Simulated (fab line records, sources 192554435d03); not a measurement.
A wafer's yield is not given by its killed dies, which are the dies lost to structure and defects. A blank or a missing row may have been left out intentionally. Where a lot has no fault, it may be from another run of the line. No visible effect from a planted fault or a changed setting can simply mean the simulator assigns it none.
A lot that was struck, set against a sound lot -- flow n5_finfet -- 36 steps out of a route of 1938
Sound: these wafers, L896.1, L896.3, L896.4. The struck wafers were L884.1, L884.4, L884.6. The cause comes at the end.
Per side, at each step with rows, come the tool, then ch with its chambers, and then its first start. Under that, the readings that differ: sound wafers -- struck wafers -- difference of the means -- sigmas: that difference in standard deviations of wafers without a fault.
alike: words and numbers the same on both sides, and readings whose means are apart by under 2 such deviations; not compared: readings that were withheld, readings missing a value for some wafer, numbers with overlapping values and no deviation given by the record, and bounds like >300 which may hide the same value.
The two part at a step that has a row with sigmas, a row that says differs or no value, or rows on one side only. When numbers do not overlap yet have no deviation, they are printed without sigmas and do not part them. Lack of a reading on every wafer of one side parts them only where that side has two or more wafers.

first, 9 steps without rows for these wafers: N5_BEOL_M4_ANNEAL_95 (time 240 s); N5_BEOL_M4_SPUTTER_96 (material Cu, target thk 4.5 nm, time 8.29 s); N5_BEOL_M4_ECD_50 (material Cu, target thk 300 nm); N5_BEOL_M4_ANNEAL_51 (time 90 s); N5_BEOL_M4_CMP_52 (polishes, stops on SiOC, t overpolish 6.8 s, target thk 40 nm); N5_BEOL_M4_PRE_CLEAN_60 (time 15 s); N5_BEOL_M4_CO_CAP_55 (material Co, precursor CCTBA/H2, target thk 2 nm, time 102.1 s); N5_BEOL_M4_PRE_CLEAN_56 (time 15 s); N5_BEOL_M4_DEP_57 (deposits SiCN from 3MS/NH3, target thk 8 nm, time 14 s).
N5_BEOL_M4_RC_MEAS_101:
  sound on prober-01 ch 0, day 13 23:32; struck on prober-01 ch 0, day 10 16:18
  alike: DIBL_N, DIBL_P, IOFF_N, IOFF_P, ION_N, ION_P, SS_N, SS_P, VT_N, VT_P
then, 24 steps without rows for these wafers: N5_BEOL_M5_ILD_DEP_00 (deposits SiCOH lowk from DEMS/porogen, target thk 140.64 nm, time 25.9 s); N5_BEOL_M5_CURE_79 (cures SiCOH lowk, time 240 s); N5_BEOL_M5_PECVD_70 (deposits SiO2 from TEOS/O2, target thk 16 nm, time 18 s); N5_BEOL_M5_HM_DEP_02 (deposits TiN, target thk 20 nm); N5_BEOL_M5_COAT_59 (time 60 s, resist thk 60 nm); N5_BEOL_M5_COAT_60 (time 60 s, resist thk 12 nm); N5_BEOL_M5_COAT_71 (time 60 s, resist thk 5 nm); N5_BEOL_M5_COAT_05 (resist thk 30 nm); N5_BEOL_M5_EBR_07; N5_BEOL_M5_SOFTBAKE_06 (time 60 s); N5_BEOL_M5_EXPOSE_08 (exposes mask M5, target cd 28 nm); N5_BEOL_M5_PEB_09 (peb time 60 s); N5_BEOL_M5_DEVELOP_10 (develop time 30 s); N5_BEOL_M5_DESCUM_16 (chemistry O2, time 7 s); N5_BEOL_M5_ETCH_72 (etches underlayer in N2/H2, target depth 6.5 nm, time 5.2 s); N5_BEOL_M5_ETCH_61 (etches SiARC in CF4, target depth 15.6 nm, time 26 s); N5_BEOL_M5_ETCH_62 (etches SOC in N2/H2, target depth 75 nm, overetch 15 nm, time 112.5 s); N5_BEOL_M5_STRIP_63 (strips in N2/H2); N5_BEOL_M5_STRIP_73 (strips in N2/H2); N5_BEOL_M5_STRIP_64 (strips in CF4); N5_BEOL_M5_HM_OPEN_17 (chemistry Cl2/BCl3, target TiN, target depth 20 nm, overetch 6 nm); N5_BEOL_M5_STRIP_19 (strips in O2); N5_BEOL_M5_COAT_65 (time 60 s, resist thk 60 nm); N5_BEOL_M5_COAT_66 (time 60 s, resist thk 12 nm).
-- the record jumps here: 4 days lie between the struck wafers' starts before and after (it left off in module BEOL_M5 and takes up again in module MIM_TOP, whose first step shown is number 1834 of the route) --
N5_MIM_TOP_ALD_00: deposits Al2O3, purge time 3 s, co reactant pulse time 3 s.
  sound on ald_hk-01 ch 0,2,3, day 18 03:38; struck on ald_hk-02 ch 1,2, day 14 12:07
reading,sound,struck,difference,sigmas
precursor_pulse_height_rel,1.007 0.975 1.019,- - -,no value on the struck wafers,
N5_PASSIVATION_PROBE_49:
  only the struck wafers here have rows in the record (prober-01, day 14 21:52); the sound ones have none

WHERE THEY PART
At N5_MIM_TOP_ALD_00 first; at N5_PASSIVATION_PROBE_49 last (within this record only).

WHY: whatever the simulator had introduced
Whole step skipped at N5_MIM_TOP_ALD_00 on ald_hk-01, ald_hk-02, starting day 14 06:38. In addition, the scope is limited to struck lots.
